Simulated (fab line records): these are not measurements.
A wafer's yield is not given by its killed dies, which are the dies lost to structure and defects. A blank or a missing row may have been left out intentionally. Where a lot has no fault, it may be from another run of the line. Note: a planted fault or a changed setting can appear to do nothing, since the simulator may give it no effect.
Chamber matching    flow n5-finfet    4 sister chambers for N5_BEOL_M1_ALD_98 on ald-sin-04
The step deposits SiO2, target thk 2.5 nm, pulse time 1 s, co reactant pulse time 1 s. 14 wafers are shown with their chamber, then 7 later ones without.

## WAFERS, EACH WITH ITS CHAMBER
wafer   chamber  heater-power-w (W)  precursor-pulse-height-rel
L075.2  1        70                  0.990
L075.3  3        93                  1.012
L075.6  3        92                  0.990
L076.1  0        73                  0.971
L076.3  1        70                  0.990
L076.6  2        79                  1.000
L081.1  3        92                  1.002
L081.2  2        80                  0.968
L081.4  0        71                  1.031
L083.1  2        78                  0.994
L083.5  2        76                  1.000
L083.6  3        93                  0.971
L085.1  1        70                  1.021
L085.3  0        73                  0.961

SIGNATURES (means of the wafers above)
reading                     chamber 0  chamber 1  chamber 2  chamber 3  scatter within a chamber
heater-power-w              72.33      70.00      78.25      92.50      1.11
precursor-pulse-height-rel  0.98767    1.00033    0.99050    0.99375    0.0227
Rule: for each reading, subtract the chamber's mean from the wafer's reading, divide by that reading's scatter and square the result; add these up over the readings and take the root, which gives the wafer's distance from the chamber. If the next closest chamber is less than 2 further off than the closest, the wafer can't be placed; otherwise it belongs to the closest. How the scatter is found: for the shown wafers, subtract from each reading the mean of its chamber, square and add these, divide the total by (wafers less chambers), then take the root.

## WAFERS WHOSE CHAMBER IS MISSING
wafer   heater-power-w (W)  precursor-pulse-height-rel
L085.5  70                  0.974
L086.1  79                  0.996
L086.3  96                  0.982
L086.6  93                  1.004
L093.3  93                  0.986
L093.5  91                  0.992
L093.6  72                  0.994

## EACH ONE'S CHAMBER
wafer   from the rows above      in truth
L085.5  can't be placed: 1 or 0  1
L086.1  2                        2
L086.3  3                        3
L086.6  3                        3
L093.3  3                        3
L093.5  3                        3
L093.6  can't be placed: 0 or 1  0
Correctly placed: 5 of 7. These rows do not allow placing 2 (true chamber among the candidates in 2). 0 placed wrongly.
